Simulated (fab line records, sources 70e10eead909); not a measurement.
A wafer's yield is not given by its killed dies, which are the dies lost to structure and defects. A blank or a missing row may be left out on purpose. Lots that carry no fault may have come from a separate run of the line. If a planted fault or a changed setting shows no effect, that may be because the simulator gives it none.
Chamber matching	flow nand harc	NHARC_A_STAIRCASE_CMP_450 on cmp-03 has 4 sister chambers
The step polishes SiO2, target thk 200 nm. 18 wafers are shown with their chamber, then 9 later ones without.

== WAFERS PAIRED WITH THEIR CHAMBERS ==
wafer	chamber	motor current A (A)
L074.1	2	10.6
L074.2	0	11.3
L074.6	0	10.8
L076.3	2	11.2
L076.4	3	12.0
L076.5	3	12.9
L080.2	2	10.5
L080.4	1	12.7
L080.6	2	11.3
L084.2	1	12.4
L084.5	0	11.7
L084.6	1	12.2
L086.2	0	11.2
L086.4	1	11.8
L086.5	2	11.3
L085.2	2	10.9
L085.3	0	11.0
L085.5	0	11.9

SIGNATURES (means of the wafers above)
reading	chamber 0	chamber 1	chamber 2	chamber 3	scatter within a chamber
motor current A	11.317	12.275	10.967	12.450	0.408
Rule: a wafer lies at a distance from a chamber equal to the root of the sum of squares, over the readings, of (its reading less the chamber's mean, divided by the reading's scatter). If the next closest chamber is less than 2 further off than the closest, the wafer can't be placed; otherwise it belongs to the closest. The scatter is the square root of a quotient: the sum, over the shown wafers, of each reading's squared deviation from its chamber's mean, divided by wafers minus chambers.

== WAFERS WITH NO CHAMBER GIVEN ==
wafer	motor current A (A)
L090.1	12.1
L090.3	11.1
L090.5	11.5
L093.2	11.5
L093.5	12.0
L093.6	11.2
L096.1	12.4
L096.4	12.1
L096.6	11.8

== EACH ONE'S CHAMBER ==
wafer	from the rows above	in truth
L090.1	can't be placed: 1 or 3 or 0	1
L090.3	can't be placed: 2 or 0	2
L090.5	can't be placed: 0 or 2 or 1 or 3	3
L093.2	can't be placed: 0 or 2 or 1 or 3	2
L093.5	can't be placed: 1 or 3 or 0 or 2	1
L093.6	can't be placed: 0 or 2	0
L096.1	can't be placed: 3 or 1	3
L096.4	can't be placed: 1 or 3 or 0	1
L096.6	can't be placed: 1 or 0 or 3 or 2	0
0 of 9 placed correctly. Unplaceable from these rows: 9, with the true chamber sitting among the candidates in 9. Number placed wrongly: 0.
